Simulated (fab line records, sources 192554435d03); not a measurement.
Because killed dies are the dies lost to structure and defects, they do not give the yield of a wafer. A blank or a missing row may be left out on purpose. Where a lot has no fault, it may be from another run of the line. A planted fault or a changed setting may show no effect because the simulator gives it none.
Lot-split experiment    flow n5 finfet    21 wafers read from 7 lots, route of 1938 steps

== THE SPLIT ITSELF ==
At N5_BEOL_M11_EXPOSE_08 (exposes mask M11), the setting dose mj was moved away from the recipe's 53.75 on 11 of the 21 wafers read, by -4.7% to +6.9%. This setting was run at the recipe's value on the other wafers.

== FROM THE SPLIT TO THE READING: what the file shows between them, 14 steps ==
- N5_BEOL_M11_PEB_09: peb time 60 s
- N5_BEOL_M11_DEVELOP_10: develop time 30 s
- N5_BEOL_M11_CD_MEAS_11: target cd 64.1 nm
- N5_BEOL_M11_DESCUM_16: chemistry O2, time 7.9 s
- N5_BEOL_M11_ETCH_61: etches SiARC in CF4, target depth 39 nm, time 65 s
- N5_BEOL_M11_ETCH_62: etches SOC in N2/H2, target depth 110 nm, overetch 22 nm, time 165 s
- N5_BEOL_M11_STRIP_68: strips in N2/H2
- N5_BEOL_M11_HM_OPEN_17: chemistry Cl2/BCl3, target TiN, target depth 20 nm, overetch 6 nm
- N5_BEOL_M11_STRIP_19: strips in O2
- N5_BEOL_M11_CD_MEAS_18: pitch 140 nm, target cd 70 nm
- N5_BEOL_M11_COAT_63: time 60 s, resist thk 100 nm
- N5_BEOL_M11_COAT_64: time 60 s, resist thk 30 nm
- N5_BEOL_M11_PRECLEAN_42: cleans in residue remover, time 60 s
- N5_BEOL_M11_SRD_43: time 30 s

== THE READING ==
cd nm at N5_BEOL_M11_CD_MEAS_35, given in nm (cd target 70 nm). Typical for fault-free wafers on this fab line: 70.3 nm, with standard deviation 0.62 nm.

wafer   tool, chamber at the split  dose mj as run  against the recipe  cd nm, nm  against lot-mates on the recipe
L077.2  arfi scanner-01, 0          53.75           recipe              70.6       -
L077.4  arfi scanner-01, 0          53.75           recipe              68.8       -
L077.5  arfi scanner-01, 0          51.49           -4.2%               67.6       -2.1
L079.2  arfi scanner-03, 0          57.47           +6.9%               74.4       no lot-mate on the recipe
L079.3  arfi scanner-03, 0          57.47           +6.9%               73.5       no lot-mate on the recipe
L079.6  arfi scanner-03, 0          57.47           +6.9%               74.8       no lot-mate on the recipe
L078.1  arfi scanner-02, 0          57.1            +6.2%               73.8       +3.1
L078.2  arfi scanner-02, 0          57.1            +6.2%               73.6       +2.9
L078.3  arfi scanner-02, 0          53.75           recipe              70.7       -
L081.3  arfi scanner-03, 0          53.75           recipe              69.9       -
L081.5  arfi scanner-03, 0          52.14           -3.0%               68.5       -1.7
L081.6  arfi scanner-03, 0          53.75           recipe              70.5       -
L093.1  arfi scanner-03, 0          51.2            -4.7%               67.0       -4.5
L093.3  arfi scanner-03, 0          51.2            -4.7%               67.0       -4.5
L093.5  arfi scanner-03, 0          53.75           recipe              71.5       -
L096.1  arfi scanner-02, 0          52.59           -2.2%               68.3       -1.9
L096.2  arfi scanner-02, 0          53.75           recipe              70.2       -
L096.5  arfi scanner-02, 0          52.59           -2.2%               69.6       -0.6
L095.1  arfi scanner-03, 0          53.75           recipe              70.3       -
L095.2  arfi scanner-03, 0          53.75           recipe              69.2       -
L095.5  arfi scanner-03, 0          53.75           recipe              70.9       -

THE FIT
A straight line over all 21 wafers: cd nm changes by +0.594 nm for each +1% of dose mj; r = +0.96; the points scatter about the line by 0.64 nm.
The same after taking each lot's own level away (the mean of its wafers on the recipe; 18 wafers): +0.614 nm for each +1%; r = +0.92; scatter 0.79 nm.
That fit puts the effect of the largest move of dose mj on the reading at 4.3 nm.
The span of the lots' own levels, 69.70 to 71.50 nm, comes to 2.9 times the standard deviation stated above.
The two slopes agree, so the slope changes little with the lot-to-lot level.
Check: for one of the wafers moved furthest among these (+6.2%), held out of the fit, the line's prediction against its lot-mates is +3.87 nm. Against them it came out at +3.1 nm.

== OTHER SPLITS ON THESE WAFERS ==
Before the reading, these wafers also passed through other splits. Each is held against what the fit with the lots' levels taken away leaves over:
other split on the same wafers     wafers away from the commonest value  r with cd nm (lot level and that fit taken away)
N5_BEOL_M8_PECVD_70 temp c         7                                     +0.07
N5_BEOL_M9_ILD_DEP_00 time s       7                                     -0.01
N5_BEOL_M9_ETCH_62 source w        7                                     -0.07
N5_BEOL_M10_PEB_26 peb time s      8                                     -0.25
N5_BEOL_M10_TRENCH_ETCH_37 bias w  8                                     +0.00
N5_BEOL_M11_COAT_05 spin rpm       2                                     -0.07

== THE WHOLE CHAIN: every reading that the file lists as answering this split, in the file's order ==
step                    what it does                                        reading                                                                 change (the file's fit)                r (the file's)
N5_BEOL_M11_CD_MEAS_11  target cd 64.1 nm                                   cd nm                                                                   +0.599 nm for each +1% of the setting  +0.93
N5_BEOL_M11_ETCH_61     etches SiARC in CF4, target depth 39 nm, time 65 s  BEOL_M11.cd offset nm (the simulator's own value, which no gauge read)  +0.58 nm for each +1% of the setting   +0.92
N5_BEOL_M11_CD_MEAS_18  pitch 140 nm, target cd 70 nm                       cd nm                                                                   +0.595 nm for each +1% of the setting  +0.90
N5_BEOL_M11_CD_MEAS_35  target cd 70 nm                                     cd nm                                                                   +0.607 nm for each +1% of the setting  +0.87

== FILE'S OWN FIT ==
cd nm changes by +0.607 nm for each +1% of dose mj, r = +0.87.
